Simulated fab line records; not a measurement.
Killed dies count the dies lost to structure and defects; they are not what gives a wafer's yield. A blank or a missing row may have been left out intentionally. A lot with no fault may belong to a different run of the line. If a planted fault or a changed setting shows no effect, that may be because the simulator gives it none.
One fault seen from 2 desks	flow nand harc	each desk has only its own numbers; what lay behind them comes last

## THE DEFECT DESK
Inspection counts along the route, by lot: the mean over sampled wafers that carry a number. Marked OUT: a lot whose mean sits more than 4 standard deviations from the usual mean, which makes it out of limits; the brackets give that distance.
Columns: A = raw defect count at NHARC_P_GATE_INSPECT_28, usual 5.9
lot	first seen here	A
L715	day 4 23:58	5.0
L716	day 5 00:28	16.7
L727	day 7 22:35	6.0
L726	day 7 23:20	4.0
L731	day 9 01:12	5.0
L732	day 9 04:46	4.3
L733	day 9 05:10	4.0
L734	day 9 17:11	5.3
L735	day 9 20:40	7.3
L737	day 10 04:13	4.0
L736	day 10 04:22	14.3
Result from this desk: across the 11 lots, nothing is out of limits.

## AT THE TOOL OWNER'S DESK: pecvd-02
The tool's own readings at NHARC_P_GATE_DEP_103 (deposits SiON, target thk 30 nm): means of the sampled wafers that have a number, for each lot that ran on this tool. Marked OUT: a lot whose mean sits more than 4 standard deviations from the usual mean, which makes it out of limits; the brackets give that distance.
Columns: A = heater power w at NHARC_P_GATE_DEP_103, usual 774 W
lot	first seen here	A
L715	day 4 23:19	715
L716	day 4 23:50	766
L732	day 9 03:58	707
L734	day 9 16:24	654
L736	day 10 03:29	628
Result from this desk: across the 5 lots, nothing is out of limits.

## PUT TOGETHER
Nothing the defect desk looked at was out of limits.
Nothing out of limits was seen by the tool owner's desk.

## WHAT THE SIMULATOR PUT IN
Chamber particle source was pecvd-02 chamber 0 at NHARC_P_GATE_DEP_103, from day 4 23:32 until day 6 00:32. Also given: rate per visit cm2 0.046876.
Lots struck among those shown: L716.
